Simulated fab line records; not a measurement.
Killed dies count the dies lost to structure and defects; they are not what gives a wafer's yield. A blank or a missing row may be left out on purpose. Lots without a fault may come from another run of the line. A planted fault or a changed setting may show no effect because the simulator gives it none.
fab line records    flow n5Finfet
record: lots: 5  wafers: 15  lastDay: 18
route steps=1938 shown BEOL_M15@1807
lots with no fault: from the same line, run without faults
startH: the number of hours between the record's first day and the start of the first shown wafer of the lot    waitH: hours from the lot's prior step to this one    " identical to the entry in the row above    L1.1+2: one row covering several wafers at once    - value missing, or start not given    * or withheld: withheld    < > ~ a bound
route shown NAME@n: names a module that has steps shown in the file, with the first one's number in the route    usual: average and standard deviation across the fault-free wafers    same: alike in all rows    chamber/n: place in a boat    sites: the reading at each site    _std_site: how widely they spread, as a standard deviation    _edge_site: inner sites' mean taken away from outer sites' mean    radiusMm: for every site, how far away it sits from the centre of the wafer    mask NAME#n: copy n    behind: the tool/chamber that last shaped the wafer    hold: why the lot was held/for how many hours/how that ended    device: which transistor (n, p or np) failed to switch    end of line: at the end of the route, the tests of the same wafers    a step without rows: its recipe alone    killed: not the wafer's yield, but the dies lost to structure and defects at the first sort    map: dies across one wafer; x = killed, . = not, _ = none there
set.NAME: the setting that was run; set.NAME@STEP: the one run at that earlier step    model.NAME: the simulator's own value behind a step, which no gauge read
lots at selected steps of the route; one table per step, one row per wafer
services: a tool's chamber out of use, with start hour (startH, from the record's first day; less than 0 if before it), hours out, and reason
== steps ==
step: N5_BEOL_M15_DESCUM_33
recipe: chemistry: O2  timeS: 7.9  sourcePowerW: 50  biasPowerW: 20  pressureMtorr: 20  rfFrequencyHz: 2.712e+07  tempC: 40  o2FlowSccm: 225
usual: chamberPressureMTorr: 20.000/0.018  drypumpMotorCurrentA: 5.48/0.28  oesProductAu: 0.79/0.099  rfVppV: 242.8/1.6  showerheadPlenumPTorr: 2.06/0.08  throttleValvePct: 20.38/0.28
lot.wafer  tool        chamber  startH  waitH  chamberPressureMTorr  drypumpMotorCurrentA  oesProductAu  rfHoursCounterH  rfVppV  showerheadPlenumPTorr  throttleValvePct
L078.1     rieDiel-01  0        306.47  0.1    19.999                5.07                  0.80          102              244.0   2.11                   20.66
L078.3     "           3        "       "      19.987                5.65                  0.73          167              242.1   2.00                   20.11
L078.4     "           0        "       "      19.993                5.08                  0.80          -                244.4   2.11                   20.66
L085.3     rieDiel-01  0        354.35  0.0    19.978                5.07                  0.78          120              243.6   2.10                   20.68
L085.4     "           3        "       "      19.987                5.66                  0.72          185              241.7   1.99                   20.14
L085.5     "           1        "       "      20.012                5.58                  1.00          -                244.7   2.14                   20.16
L089.3     rieDiel-03  1        369.43  0.1    20.005                5.23                  0.73          196              240.1   1.90                   20.21
L089.4     "           3        "       "      19.990                5.69                  0.89          -                241.7   2.05                   20.44
L089.6     "           1        "       "      20.004                5.22                  0.72          -                239.9   1.90                   20.20
L087.2     rieDiel-01  2        371.76  0.2    19.992                5.69                  0.93          15               242.4   2.05                   20.28
L087.3     "           3        "       "      19.994                5.66                  0.70          191              242.9   1.99                   20.17
L087.4     "           0        "       "      19.979                5.07                  0.77          123              242.4   2.10                   20.69
L094.3     rieDiel-03  3        399.78  0.0    19.972                5.71                  0.88          37               241.8   2.05                   20.44
L094.5     "           1        "       "      19.974                5.19                  0.71          -                240.9   1.90                   20.23
L094.6     "           2        "       "      19.989                5.30                  0.69          -                241.7   2.07                   21.02
step: N5_BEOL_M15_ETCH_61
recipe: chemistry: N2/H2  target: BARC  targetDepthA: 890  overetchA: 267  timeS: 67.9  ionEnergyEv: 200  pressureMtorr: 30  sourceW: 840  biasW: 150  n2FlowSccm: 200  h2FlowSccm: 200
usual: chamberPressureMTorr: 29.998/0.026  drypumpMotorCurrentA: 5.48/0.28  oesProductAu: 0.68/0.078  rfVppV: 523.0/2.8  showerheadPlenumPTorr: 2.51/0.097  throttleValvePct: 17.85/0.28
lot.wafer  tool        chamber  startH  waitH  chamberPressureMTorr  drypumpMotorCurrentA  oesProductAu  rfHoursCounterH  rfVppV  showerheadPlenumPTorr  throttleValvePct
L078.1     rieDiel-01  0        306.50  0.0    30.005                5.07                  0.67          102              524.8   2.56                   18.00
L078.3     "           3        "       "      30.010                5.66                  0.63          167              520.0   2.44                   17.78
L078.4     "           0        "       "      30.033                5.08                  0.69          -                525.4   2.56                   18.02
L085.3     rieDiel-01  0        354.39  0.0    30.011                5.08                  0.66          120              524.2   2.55                   18.03
L085.4     "           3        "       "      30.005                5.68                  0.62          185              521.9   2.44                   17.82
L085.5     "           1        "       "      30.027                5.57                  0.83          -                525.0   2.61                   17.64
L089.3     rieDiel-03  1        369.46  0.0    29.994                5.23                  0.63          196              517.0   2.31                   17.64
L089.4     "           3        "       "      30.030                5.72                  0.75          -                522.7   2.49                   17.88
L089.6     "           1        "       "      29.992                5.22                  0.62          -                516.7   2.31                   17.61
L087.2     rieDiel-01  2        371.80  0.0    30.031                5.68                  0.80          15               522.2   2.50                   17.76
L087.3     "           3        "       "      30.030                5.69                  0.61          191              521.6   2.43                   17.82
L087.4     "           0        "       "      30.017                5.10                  0.66          123              523.6   2.55                   18.04
L094.3     rieDiel-03  3        399.82  0.0    30.020                5.73                  0.74          37               522.3   2.49                   17.88
L094.5     "           1        "       "      29.977                5.21                  0.62          -                516.8   2.31                   17.65
L094.6     "           2        "       "      30.013                5.30                  0.60          -                524.2   2.51                   18.49
step: N5_BEOL_M15_TRENCH_ETCH_34
recipe: chemistry: C4F8/O2/Ar  target: SiO2  targetDepthA: 8729.3  heInnerTorr: 15  heOuterTorr: 30  timeS: 199  ionEnergyEv: 800  pressureMtorr: 20  sourceW: 1905  biasW: 2040  Ar_flow_sccm: 400  C4F8_flow_sccm: 16  O2_flow_sccm: 12
usual: chamberPressureMTorr: 20.001/0.016  drypumpMotorCurrentA: 5.49/0.28  mfcArSccm: 400.1/1.2  oes_o_777_au: 0.79/0.094  oesProductAu: 0.79/0.097  rfVppV: 2222/21  showerheadPlenumPTorr: 3.40/0.11  throttleValvePct: 30.85/0.29
lot.wafer  tool        chamber  startH  waitH  chamberPressureMTorr  drypumpMotorCurrentA  mfcArSccm  oes_o_777_au  oesProductAu  rfHoursCounterH  rfVppV  showerheadPlenumPTorr  throttleValvePct
L078.1     rieDiel-01  0        306.55  0.0    19.999                5.06                  399.8      0.80          0.79          102              2243    3.46                   31.15
L078.3     "           3        "       "      19.974                5.65                  400.9      0.73          0.73          167              2210    3.32                   30.71
L078.4     "           0        "       "      20.023                5.07                  401.4      0.80          0.79          -                2241    3.46                   31.14
L085.3     rieDiel-01  0        354.44  0.0    20.016                5.07                  400.7      0.78          0.77          120              2240    3.45                   31.14
L085.4     "           3        "       "      20.000                5.66                  402.1      0.72          0.72          185              2209    3.31                   30.74
L085.5     "           1        "       "      20.001                5.56                  398.2      0.99          0.99          -                2225    3.50                   30.61
L089.3     rieDiel-03  1        369.51  0.0    19.995                5.20                  399.0      0.73          0.73          196              2198    3.17                   30.71
L089.4     "           3        "       "      20.017                5.69                  403.4      0.89          0.90          -                2226    3.36                   30.91
L089.6     "           1        "       "      20.013                5.18                  400.5      0.72          0.73          -                2199    3.17                   30.71
L087.2     rieDiel-01  2        371.85  0.0    19.996                5.69                  398.9      0.93          0.92          15               2241    3.38                   30.81
L087.3     "           3        "       "      20.024                5.66                  401.0      0.71          0.71          191              2209    3.31                   30.72
L087.4     "           0        "       "      19.996                5.08                  402.9      0.78          0.77          123              2241    3.45                   31.17
L094.3     rieDiel-03  3        399.87  0.0    19.987                5.72                  401.8      0.88          0.88          38               2226    3.36                   30.91
L094.5     "           1        "       "      19.995                5.20                  399.1      0.72          0.72          -                2199    3.16                   30.73
L094.6     "           2        "       "      20.018                5.30                  400.5      0.70          0.69          -                2240    3.41                   31.58
step: N5_BEOL_M15_STRIP_36
recipe: chemistry: O2  powerW: 600  tempC: 60  pressureMtorr: 30  rfFrequencyHz: 6e+07  biasPowerW: 0  overashFraction: 0.3  o2FlowSccm: 225
usual: chamberPressureMTorr: 30.01/0.056  drypumpMotorCurrentA: 5.55/0.28  oesProductAu: 0.81/0.094  rfVppV: 3.7/0.93  showerheadPlenumPTorr: 2.08/0.074  throttleValvePct: 16.58/0.23
lot.wafer  tool        chamber  startH  waitH  chamberPressureMTorr  drypumpMotorCurrentA  oesProductAu  rfHoursCounterH  rfVppV  showerheadPlenumPTorr  throttleValvePct
L078.1     rieDiel-03  2        308.70  2.0    30.04                 5.27                  0.71          206              2.6     2.08                   17.20
L078.3     "           1        "       "      29.92                 5.24                  0.75          176              4.4     1.91                   16.50
L078.4     "           3        "       "      30.04                 5.71                  0.96          6                3.9     2.07                   16.58
L085.3     rieDiel-01  0        357.43  2.8    29.98                 5.06                  0.76          121              2.8     2.11                   16.91
L085.4     "           3        "       "      30.04                 5.66                  0.71          186              2.6     2.00                   16.44
L085.5     "           2        "       "      30.04                 5.69                  0.95          -                4.0     2.06                   16.47
L089.3     rieDiel-06  0        373.31  3.6    30.01                 5.41                  0.83          111              2.4     2.12                   16.49
L089.4     "           2        "       "      29.88                 5.95                  0.74          158              4.7     2.18                   16.49
L089.6     "           1        "       "      29.97                 5.97                  0.84          -                3.1     2.12                   16.44
L087.2     rieDiel-01  2        373.43  1.4    30.00                 5.69                  0.92          16               3.2     2.06                   16.51
L087.3     "           3        "       "      30.09                 5.66                  0.72          192              3.5     1.99                   16.48
L087.4     "           0        "       "      29.93                 5.08                  0.77          124              2.1     2.11                   16.92
L094.3     rieDiel-03  1        400.09  0.0    29.98                 5.21                  0.71          206              3.9     1.91                   16.54
L094.5     "           1        "       "      29.99                 5.21                  0.73          -                1.9     1.91                   16.57
L094.6     "           0        "       "      30.05                 5.57                  0.95          -                3.3     2.06                   16.23
step: N5_BEOL_M15_STRIP_62
recipe: chemistry: O2  powerW: 600  tempC: 60  pressureMtorr: 30  rfFrequencyHz: 6e+07  biasPowerW: 0  overashFraction: 0.3  o2FlowSccm: 225
usual: chamberPressureMTorr: 30.001/0.028  drypumpMotorCurrentA: 5.55/0.28  oesProductAu: 0.80/0.093  rfVppV: 3.7/0.46  showerheadPlenumPTorr: 2.08/0.074  throttleValvePct: 16.58/0.24
lot.wafer  tool        chamber  startH  waitH  chamberPressureMTorr  drypumpMotorCurrentA  oesProductAu  rfHoursCounterH  rfVppV  showerheadPlenumPTorr  throttleValvePct
L078.1     rieDiel-03  2        -       -      30.001                5.29                  0.71          206              3.4     2.08                   17.22
L078.3     "           1        "       "      29.990                5.25                  0.75          176              3.0     1.92                   16.48
L078.4     "           3        "       "      30.021                5.71                  0.96          6                3.2     2.07                   16.59
L085.3     rieDiel-01  0        -       -      29.981                5.06                  0.78          121              3.6     2.11                   16.91
L085.4     "           3        "       "      30.018                5.66                  0.72          186              3.6     2.00                   16.45
L085.5     "           2        "       "      30.003                5.68                  0.94          -                3.7     2.06                   16.49
L089.3     rieDiel-06  0        -       -      29.997                5.46                  0.82          111              3.0     2.12                   16.47
L089.4     "           2        "       "      30.018                5.93                  0.74          158              4.1     2.18                   16.48
L089.6     "           1        "       "      29.979                5.96                  0.83          -                3.7     2.12                   16.45
L087.2     rieDiel-01  2        -       -      29.994                5.68                  0.93          16               3.9     2.06                   16.49
L087.3     "           3        "       "      30.032                5.68                  0.71          192              3.6     1.99                   16.45
L087.4     "           0        "       "      29.994                5.08                  0.76          124              3.3     2.11                   16.90
L094.3     rieDiel-03  1        -       -      30.008                5.26                  0.73          206              3.4     1.91                   16.55
L094.5     "           1        "       "      30.024                5.23                  0.72          -                3.5     1.91                   16.53
L094.6     "           0        "       "      30.044                5.56                  0.95          -                4.3     2.06                   16.22
step: N5_BEOL_M15_STRIP_37
recipe: chemistry: O2  powerW: 600  tempC: 60  pressureMtorr: 30  rfFrequencyHz: 6e+07  biasPowerW: 0  overashFraction: 0.3  o2FlowSccm: 225
usual: chamberPressureMTorr: 30.00/0.036  drypumpMotorCurrentA: 5.55/0.28  oesProductAu: 0.80/0.093  rfVppV: 3.7/0.65  showerheadPlenumPTorr: 2.08/0.074  throttleValvePct: 16.58/0.24
lot.wafer  tool        chamber  startH  waitH  chamberPressureMTorr  drypumpMotorCurrentA  oesProductAu  rfHoursCounterH  rfVppV  showerheadPlenumPTorr  throttleValvePct
L078.1     rieDiel-03  2        -       -      29.99                 5.28                  0.71          206              4.4     2.08                   17.22
L078.3     "           1        "       "      29.93                 5.22                  0.74          176              3.5     1.92                   16.47
L078.4     "           3        "       "      29.99                 5.68                  0.96          6                4.0     2.07                   16.57
L085.3     rieDiel-01  0        -       -      29.98                 5.08                  0.77          121              4.3     2.11                   16.91
L085.4     "           3        "       "      30.02                 5.64                  0.72          186              3.8     2.00                   16.43
L085.5     "           2        "       "      29.98                 5.67                  0.95          -                3.8     2.06                   16.46
L089.3     rieDiel-06  0        -       -      29.98                 5.48                  0.82          111              3.8     2.12                   16.46
L089.4     "           2        "       "      29.91                 5.94                  0.74          158              3.2     2.18                   16.49
L089.6     "           1        "       "      30.06                 5.97                  0.82          -                4.0     2.12                   16.44
L087.2     rieDiel-01  2        -       -      29.98                 5.70                  0.94          16               3.6     2.06                   16.48
L087.3     "           3        "       "      29.98                 5.68                  0.71          192              4.1     1.99                   16.47
L087.4     "           0        "       "      30.00                 5.08                  0.77          124              3.4     2.11                   16.92
L094.3     rieDiel-03  1        -       -      30.07                 5.21                  0.72          206              3.7     1.91                   16.53
L094.5     "           1        "       "      29.99                 5.20                  0.71          -                3.6     1.91                   16.53
L094.6     "           0        "       "      29.99                 5.57                  0.96          -                3.6     2.06                   16.23
step: N5_BEOL_M15_ETCH_38
recipe: chemistry: CF4/N2  target: SiCN  targetDepthA: 1064  taperDeg: 2  timeS: 120.5  ionEnergyEv: 150  maskMaterial: SiO2  pressureMtorr: 40  sourceW: 430  biasW: 70  Ar_flow_sccm: 100  cf4FlowSccm: 60  n2FlowSccm: 60
usual: chamberPressureMTorr: 40.00/0.035  drypumpMotorCurrentA: 5.55/0.28  mfcArSccm: 100.0/0.33  oesProductAu: 0.80/0.092  rfVppV: 382.0/2  showerheadPlenumPTorr: 2.19/0.07  throttleValvePct: 15.35/0.24
lot.wafer  tool        chamber  startH  waitH  chamberPressureMTorr  drypumpMotorCurrentA  mfcArSccm  oesProductAu  rfHoursCounterH  rfVppV  showerheadPlenumPTorr  throttleValvePct
L078.1     rieDiel-03  2        -       -      40.03                 5.31                  100.2      0.71          206              381.6   2.19                   15.99
L078.3     "           1        "       "      40.08                 5.22                  99.4       0.75          176              377.2   2.03                   15.30
L078.4     "           3        "       "      40.03                 5.70                  100.1      0.96          6                380.7   2.17                   15.29
L085.3     rieDiel-01  0        -       -      40.00                 5.07                  100.2      0.77          121              382.6   2.22                   15.66
L085.4     "           3        "       "      40.06                 5.67                  99.6       0.72          186              379.7   2.12                   15.30
L085.5     "           2        "       "      39.97                 5.69                  100.1      0.94          -                379.5   2.17                   15.22
L089.3     rieDiel-06  0        -       -      39.94                 5.48                  99.9       0.81          111              383.2   2.22                   15.22
L089.4     "           2        "       "      39.97                 5.94                  100.0      0.75          158              385.1   2.29                   15.27
L089.6     "           1        "       "      39.97                 5.96                  100.1      0.83          -                382.3   2.23                   15.21
L087.2     rieDiel-01  2        -       -      39.97                 5.68                  100.6      0.92          16               380.7   2.17                   15.22
L087.3     "           3        "       "      39.96                 5.66                  100.0      0.71          192              381.2   2.12                   15.31
L087.4     "           0        "       "      40.02                 5.07                  100.3      0.78          124              381.2   2.22                   15.68
L094.3     rieDiel-03  1        -       -      40.01                 5.21                  100.2      0.71          206              377.5   2.02                   15.36
L094.5     "           1        "       "      39.99                 5.24                  100.8      0.73          -                378.6   2.02                   15.37
L094.6     "           0        "       "      39.96                 5.57                  100.1      0.97          -                381.5   2.17                   14.99
step: N5_BEOL_M15_PRECLEAN_39
recipe: chemistry: residueRemover  timeS: 60  tempC: 40
lot.wafer   tool         chamber  startH  waitH
L078.1+3+4  wetBench-04  4,7,0    308.97  -
L085.3+4+5  wetBench-04  5,4,7    357.71  -
L089.3+4+6  wetBench-04  7,1,6    373.59  -
L087.2+3+4  wetBench-03  7,2,1    373.71  -
L094.3+5+6  wetBench-02  6,3,2    400.37  -
step: N5_BEOL_M15_SRD_40
recipe: timeS: 30  tempC: 23  rinseLiquid: diw  dry: n2Spin  spinRpm: 1500  dryTimeS: 30
lot.wafer   tool         chamber  startH  waitH
L078.1+3+4  wetBench-04  4,7,0    308.99  0.0
L085.3+4+5  wetBench-04  5,4,7    357.73  0.0
L089.3+4+6  wetBench-04  7,1,6    373.61  0.0
L087.2+3+4  wetBench-03  7,2,1    373.73  0.0
L094.3+5+6  wetBench-02  6,3,2    400.39  0.0
step: N5_BEOL_M15_DEGAS_41
recipe: ambient: vacuum  tempC: 300  timeS: 60
usual: heaterPowerW: 459/43
lot.wafer  tool           chamber  startH  waitH  heaterPowerW
L078.1     pvdSputter-03  -        309.31  0.3    487
L078.3     "              -        "       "      459
L078.4     "              -        "       "      417
L085.3     pvdSputter-01  -        358.45  0.7    508
L085.4     "              -        "       "      449
L085.5     "              -        "       "      495
L089.3     pvdSputter-03  -        374.01  0.4    409
L089.4     "              -        "       "      428
L089.6     "              -        "       "      417
L087.2     pvdSputter-02  -        374.05  0.3    503
L087.3     "              -        "       "      443
L087.4     "              -        "       "      557
L094.3     pvdSputter-02  -        402.14  1.7    552
L094.5     "              -        "       "      440
L094.6     "              -        "       "      409
step: N5_BEOL_M15_PRE_CLEAN_42
recipe: gas: H2/He  timeS: 30  tempC: 300
usual: heaterPowerW: 459/42
lot.wafer  tool           chamber  startH  waitH  heaterPowerW
L078.1     pvdSputter-03  -        309.35  0.0    474
L078.3     "              -        "       "      461
L078.4     "              -        "       "      422
L085.3     pvdSputter-01  -        358.49  0.0    502
L085.4     "              -        "       "      452
L085.5     "              -        "       "      509
L089.3     pvdSputter-03  -        374.05  0.0    410
L089.4     "              -        "       "      426
L089.6     "              -        "       "      424
L087.2     pvdSputter-02  -        374.09  0.0    498
L087.3     "              -        "       "      450
L087.4     "              -        "       "      546
L094.3     pvdSputter-02  -        402.18  0.0    544
L094.5     "              -        "       "      444
L094.6     "              -        "       "      411
step: N5_BEOL_M15_SPUTTER_43
recipe: material: TaN  targetThkA: 150  tempC: 50  biasV: 168.6  powerW: 15000  chamberPressurePa: 0.12  timeS: 24.19
usual: cathodeDcPowerW: 15000/2.6  throttleValvePct: 30.2/0.98
lot.wafer  tool           chamber  startH  waitH  cathodeDcPowerW  throttleValvePct
L078.1     pvdSputter-03  -        309.39  0.0    14998            29.9
L078.3     "              -        "       "      14999            30.9
L078.4     "              -        "       "      15002            30.7
L085.3     pvdSputter-01  -        358.53  0.0    15001            29.2
L085.4     "              -        "       "      14994            30.7
L085.5     "              -        "       "      15000            29.3
L089.3     pvdSputter-03  -        374.09  0.0    15001            30.9
L089.4     "              -        "       "      15001            30.5
L089.6     "              -        "       "      15004            30.5
L087.2     pvdSputter-02  -        374.13  0.0    14997            29.0
L087.3     "              -        "       "      15001            31.7
L087.4     "              -        "       "      14994            31.5
L094.3     pvdSputter-02  -        402.22  0.0    15005            31.6
L094.5     "              -        "       "      15002            31.7
L094.6     "              -        "       "      14998            29.0
step: N5_BEOL_M15_SPUTTER_44
recipe: material: Ta  targetThkA: 150  tempC: 50  biasV: 80  powerW: 15000  chamberPressurePa: 0.07  timeS: 24.19
usual: cathodeDcPowerW: 15000/2.7  throttleValvePct: 30.3/0.99
lot.wafer  tool           chamber  startH  waitH  cathodeDcPowerW  throttleValvePct
L078.1     pvdSputter-03  -        309.47  0.0    14999            30.0
L078.3     "              -        "       "      14999            31.0
L078.4     "              -        "       "      15001            30.7
L085.3     pvdSputter-01  -        358.61  0.0    14997            29.0
L085.4     "              -        "       "      15000            30.6
L085.5     "              -        "       "      15005            28.9
L089.3     pvdSputter-03  -        374.17  0.0    14999            30.6
L089.4     "              -        "       "      15000            30.3
L089.6     "              -        "       "      15004            30.6
L087.2     pvdSputter-02  -        374.21  0.0    14998            28.8
L087.3     "              -        "       "      15002            31.8
L087.4     "              -        "       "      14999            31.6
L094.3     pvdSputter-02  -        402.30  0.0    14997            31.8
L094.5     "              -        "       "      15002            31.7
L094.6     "              -        "       "      14997            29.2
step: N5_BEOL_M15_SPUTTER_45
recipe: material: Cu  targetThkA: 1000  tempC: -20  biasV: 60  powerW: 26000  chamberPressurePa: 0.13  timeS: 16.67
usual: cathodeDcPowerW: 26000/4.6  throttleValvePct: 30.2/0.99
lot.wafer  tool           chamber  startH  waitH  cathodeDcPowerW  throttleValvePct
L078.1     pvdSputter-03  -        309.55  0.0    25999            30.0
L078.3     "              -        "       "      26005            30.8
L078.4     "              -        "       "      26002            30.7
L085.3     pvdSputter-01  -        358.69  0.0    25998            29.3
L085.4     "              -        "       "      25998            30.7
L085.5     "              -        "       "      26001            29.0
L089.3     pvdSputter-03  -        374.25  0.0    25995            30.6
L089.4     "              -        "       "      25996            30.4
L089.6     "              -        "       "      26000            30.4
L087.2     pvdSputter-02  -        374.29  0.0    25993            28.9
L087.3     "              -        "       "      25999            31.4
L087.4     "              -        "       "      25999            31.5
L094.3     pvdSputter-02  -        402.38  0.0    26003            31.5
L094.5     "              -        "       "      26004            31.5
L094.6     "              -        "       "      26003            29.0
step: N5_BEOL_M15_ECD_47
recipe: material: Cu  targetThkA: 18600
lot.wafer   tool      chamber  startH  waitH
L078.1+3+4  ecdCu-02  1,1,0    309.67  0.1
L085.3+4+5  ecdCu-02  0,1,1    358.88  0.2
L087.2+3+4  ecdCu-02  0,1,0    374.41  0.1
L089.3+4+6  ecdCu-01  1,0,1    374.44  0.2
L094.3+5+6  ecdCu-01  0,1,0    402.57  0.2
step: N5_BEOL_M15_ANNEAL_48
recipe: tempC: 225  timeS: 90  ambient: N2
usual: annealTempC: 225.03/0.18  wafer_temp_C_max: 226.2/0.35
lot.wafer  tool          chamber  startH  waitH  annealTempC  wafer_temp_C_max
L078.1     rtpAnneal-01  0        310.35  0.6    224.86       225.9
L078.3     "             0        "       "      224.70       226.1
L078.4     "             0        "       "      224.67       226.0
L085.3     rtpAnneal-01  0        359.14  0.2    224.90       226.2
L085.4     "             0        "       "      225.12       225.9
L085.5     "             0        "       "      225.10       226.0
L089.3     rtpAnneal-02  0        375.05  0.5    224.96       225.9
L089.4     "             0        "       "      225.08       226.3
L089.6     "             0        "       "      225.24       226.9
L087.2     rtpAnneal-02  0        375.50  1.0    225.14       226.6
L087.3     "             0        "       "      225.16       226.6
L087.4     "             0        "       "      224.97       226.0
L094.3     rtpAnneal-01  0        403.20  0.6    224.99       226.0
L094.5     "             0        "       "      224.96       226.1
L094.6     "             0        "       "      225.25       226.0
step: N5_BEOL_M15_CMP_49
recipe: stopOn: SiO2  tOverpolishS: 4.9  downForcePsi: 2  platenRpm: 80  clearingPlatenDownForcePsi: 2  clearingPlatenRpm: 80  postCmpClean: cuAlkaline  targetThkNm: 850  clearingPlatenPadVelocityMS: 1.5917  padVelocityMS: 1.5917
usual: barrierFieldEndpointS: 11.47/0.25  motorCurrentA: 7.9/0.68  overpolishRunS: 4.898/0.0088  padLifeWafers: 871/420
lot.wafer  tool    chamber  startH  waitH  barrierFieldEndpointS  motorCurrentA  overpolishRunS  padLifeWafers
L078.1     cmp-01  0        310.66  0.3    11.68                  7.9            4.904           564
L078.3     "       1        "       "      11.63                  8.9            4.890           565
L078.4     "       3        "       "      11.48                  7.1            4.903           567
L085.3     cmp-02  1        359.35  0.2    11.58                  7.4            4.887           906
L085.4     "       0        "       "      11.48                  8.0            4.902           909
L085.5     "       2        "       "      11.79                  8.2            4.901           -
L089.3     cmp-01  3        375.44  0.3    11.90                  6.6            4.916           1062
L089.4     "       0        "       "      11.98                  7.8            4.889           1063
L089.6     "       3        "       "      11.65                  6.6            4.899           -
L087.2     cmp-01  1        375.98  0.4    11.54                  8.4            4.906           1068
L087.3     "       2        "       "      11.38                  7.9            4.902           1069
L087.4     "       0        "       "      11.43                  7.8            4.907           1071
L094.3     cmp-02  0        403.42  0.2    11.26                  7.7            4.918           1272
L094.5     "       0        "       "      11.53                  7.6            4.905           -
L094.6     "       1        "       "      11.70                  7.4            4.883           -
step: N5_BEOL_M15_THK_MEAS_50
recipe: thkMeasGauge: xrf  reads: Cu_of_BEOL_M15_ECD_47
usual: M15_THK: 849/15
lot.wafer  tool          chamber  startH  waitH  M15_THK[nm]
L078.1     filmMetro-02  -        310.96  -      853
L078.3     "             -        "       "      847
L078.4     "             -        "       "      846
L085.3     filmMetro-02  -        359.65  -      839
L085.4     "             -        "       "      840
L085.5     "             -        "       "      853
L089.3     filmMetro-02  -        375.73  -      843
L089.4     "             -        "       "      868
L089.6     "             -        "       "      841
L087.2     filmMetro-02  -        376.27  -      836
L087.3     "             -        "       "      846
L087.4     "             -        "       "      842
L094.3     filmMetro-02  -        403.72  -      852
L094.5     "             -        "       "      831
L094.6     "             -        "       "      826
step: N5_BEOL_M15_PRE_CLEAN_52
recipe: gas: NH3  timeS: 15  tempC: withheld  rfPowerW: 300
lot.wafer   tool      chamber  startH  waitH
L078.1+3+4  pecvd-04  0,1,2    310.99  0.0
L085.3+4+5  pecvd-04  2,1,0    359.68  0.0
L089.3+4+6  pecvd-01  2,2,1    375.77  0.0
L087.2+3+4  pecvd-04  1,0,0    376.31  0.0
L094.3+5+6  pecvd-04  2,1,2    403.75  0.0
step: N5_BEOL_M15_DEP_53
recipe: material: SiCN  targetThkA: 500  tempC: withheld  precursor: 3MS/NH3  pressureTorr: 3  rfW: 675  timeS: 17.8
usual: showerheadPlenumPTorr: 4.166/0.021  throttleValvePct: 18.4/1.2
lot.wafer  tool      chamber  startH  waitH  showerheadPlenumPTorr  throttleValvePct
L078.1     pecvd-04  0        311.02  0.0    4.150                  17.7
L078.3     "         1        "       "      4.196                  18.6
L078.4     "         2        "       "      4.160                  17.9
L085.3     pecvd-04  2        359.71  0.0    4.145                  18.4
L085.4     "         1        "       "      4.211                  19.0
L085.5     "         0        "       "      4.165                  17.4
L089.3     pecvd-01  2        375.80  0.0    4.152                  19.5
L089.4     "         2        "       "      4.156                  19.8
L089.6     "         1        "       "      4.160                  19.5
L087.2     pecvd-04  1        376.33  0.0    4.196                  18.9
L087.3     "         0        "       "      4.148                  17.7
L087.4     "         0        "       "      4.154                  17.2
L094.3     pecvd-04  2        403.78  0.0    4.161                  18.8
L094.5     "         1        "       "      4.209                  18.9
L094.6     "         2        "       "      4.160                  18.6
step: N5_BEOL_M15_RS_MEAS_54
recipe: thkMeasGauge: four-point-probe  reads: Cu_of_BEOL_M15_ECD_47+Ta_of_BEOL_M15_SPUTTER_44+TaN_of_BEOL_M15_SPUTTER_43
usual: M15_RS: 0.0216/0.00035
lot.wafer  tool          chamber  startH  waitH  M15_RS[ohm/sq]
L078.1     filmMetro-02  -        311.08  0.0    0.0215
L078.3     "             -        "       "      0.0217
L078.4     "             -        "       "      0.0216
L085.3     filmMetro-01  -        359.78  0.1    0.0216
L085.4     "             -        "       "      0.0215
L085.5     "             -        "       "      0.0212
L089.3     filmMetro-01  -        375.86  0.1    0.0217
L089.4     "             -        "       "      0.0212
L089.6     "             -        "       "      0.0217
L087.2     filmMetro-01  -        376.40  0.1    0.0220
L087.3     "             -        "       "      0.0217
L087.4     "             -        "       "      0.0218
L094.3     filmMetro-02  -        403.85  0.1    0.0213
L094.5     "             -        "       "      0.0218
L094.6     "             -        "       "      0.0220
step: N5_BEOL_M15_INSPECT_55
recipe: inspectInstrument: darkfield  mode: postDep
usual: rawDefectCount: 76/28
lot.wafer  tool              chamber  startH  waitH  rawDefectCount
L078.1     defectInspect-02  -        311.11  0.0    95
L078.3     "                 -        "       "      61
L078.4     "                 -        "       "      77
L085.3     defectInspect-02  -        359.80  0.0    46
L085.4     "                 -        "       "      72
L085.5     "                 -        "       "      71
L089.3     defectInspect-02  -        375.89  0.0    127
L089.4     "                 -        "       "      107
L089.6     "                 -        "       "      122
L087.2     defectInspect-01  -        376.43  0.0    94
L087.3     "                 -        "       "      83
L087.4     "                 -        "       "      54
L094.3     defectInspect-01  -        403.87  0.0    58
L094.5     "                 -        "       "      52
L094.6     "                 -        "       "      104
== services ==
tool          chamber  startH  hours  kind
wetBench-04   -        284.09  1.3    repair
pecvd-01      -        288.17  2.8    pm
cmp-02        -        289.69  5.1    repair
rieDiel-01    2        304.47  -      clean
rieDiel-01    2        304.47  -      consumableReplace:focusRing
rieDiel-01    2        304.47  25.8   scheduledDown
rieDiel-01    2        304.47  25.8   ventCycle
rtpAnneal-01  -        326.99  4.0    pm
rieDiel-01    1        330.27  -      clean
rieDiel-01    1        330.27  -      consumableReplace:focusRing
rieDiel-01    1        330.27  16.7   scheduledDown
rieDiel-01    1        330.27  16.7   ventCycle
cmp-02        -        336.76  0.9    repair
rieDiel-03    -        339.99  0.7    repair
cmp-01        -        343.50  0.9    repair
pecvd-04      0        344.39  3.6    repair
rieDiel-06    0        356.11  2.4    repair
rieDiel-01    0        358.70  5.0    repair
ecdCu-02      -        363.40  0.6    repair
rieDiel-03    0        364.52  16.1   repair
rieDiel-01    0        367.00  3.0    repair
rieDiel-06    2        374.77  20.6   repair
wetBench-04   -        383.51  2.6    repair
ecdCu-01      -        394.54  0.5    repair
== key ==
fault none
